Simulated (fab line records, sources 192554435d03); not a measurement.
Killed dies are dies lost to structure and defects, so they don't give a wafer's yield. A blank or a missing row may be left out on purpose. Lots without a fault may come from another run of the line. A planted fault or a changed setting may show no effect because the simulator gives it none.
Chamber matching | flow n5_finfet | N5_FIN_SAQP_PECVD_47 on pecvd-04: 3 sister chambers
The step deposits a-Si from SiH4/He, target thk 45 nm, time 36.3 s. 22 wafers are shown with their chamber, then 11 later ones without.

WAFERS WITH THEIR CHAMBER
wafer  | chamber | throttle_valve_pct (%) | showerhead_plenum_p_Torr (Torr) | heater_power_w (W)
L075.1 | 2       | 16.9                   | 5.61                            | 700
L075.5 | 1       | 17.3                   | 5.70                            | 845
L075.6 | 0       | 20.7                   | 5.68                            | 897
L076.1 | 2       | 17.1                   | 5.60                            | 663
L076.3 | 0       | 20.6                   | 5.67                            | 890
L076.4 | 0       | 20.5                   | 5.67                            | 874
L080.1 | 1       | 17.4                   | 5.69                            | 920
L080.3 | 2       | 17.2                   | 5.62                            | 676
L080.5 | 1       | 17.2                   | 5.69                            | 949
L081.1 | 2       | 17.4                   | 5.60                            | 788
L081.4 | 0       | 20.6                   | 5.68                            | 795
L081.6 | 2       | 17.1                   | 5.60                            | 763
L086.1 | 1       | 17.4                   | 5.70                            | 923
L086.4 | 0       | 20.5                   | 5.68                            | 828
L086.5 | 1       | 17.3                   | 5.68                            | 938
L088.1 | 2       | 17.2                   | 5.62                            | 797
L088.2 | 1       | 17.3                   | 5.70                            | 967
L088.6 | 2       | 17.3                   | 5.61                            | 791
L090.1 | 2       | 17.4                   | 5.62                            | 734
L090.2 | 0       | 20.8                   | 5.67                            | 810
L090.3 | 1       | 17.2                   | 5.70                            | 910
L091.1 | 1       | 17.2                   | 5.69                            | 955

SIGNATURES (means of the wafers above)
reading                  | chamber 0 | chamber 1 | chamber 2 | scatter within a chamber
throttle_valve_pct       | 20.617    | 17.288    | 17.200    | 0.129
showerhead_plenum_p_Torr | 5.6750    | 5.6938    | 5.6100    | 0.00774
heater_power_w           | 849.00    | 925.88    | 739.00    | 45.8
Rule: a wafer's distance from a chamber is the root of the sum, over the readings, of the square of ((its reading less the chamber's mean) divided by the reading's scatter). The wafer belongs to the nearest chamber; if the next one is less than 2 further off, it can't be placed. The scatter: the root of (the sum of the squares of (reading less its chamber's mean) over the shown wafers, divided by (wafers less chambers)).

WAFERS WITHOUT THEIR CHAMBER
wafer  | throttle_valve_pct (%) | showerhead_plenum_p_Torr (Torr) | heater_power_w (W)
L091.4 | 17.4                   | 5.69                            | 935
L091.6 | 20.7                   | 5.66                            | 795
L093.3 | 17.2                   | 5.68                            | 846
L093.4 | 20.4                   | 5.69                            | 807
L093.6 | 17.3                   | 5.61                            | 791
L095.2 | 20.6                   | 5.68                            | 772
L095.3 | 17.4                   | 5.62                            | 813
L095.6 | 17.3                   | 5.69                            | 889
L096.1 | 17.3                   | 5.63                            | 684
L096.2 | 20.7                   | 5.67                            | 836
L096.5 | 17.3                   | 5.68                            | 932

WHICH CHAMBER EACH WENT THROUGH
wafer  | from the rows above | in truth
L091.4 | 1                   | 1
L091.6 | 0                   | 0
L093.3 | 1                   | 1
L093.4 | 0                   | 0
L093.6 | 2                   | 2
L095.2 | 0                   | 0
L095.3 | 2                   | 2
L095.6 | 1                   | 1
L096.1 | 2                   | 2
L096.2 | 0                   | 0
L096.5 | 1                   | 1
Placed correctly: 11 of 11. Can't be placed from these rows: 0. Placed wrongly: 0.
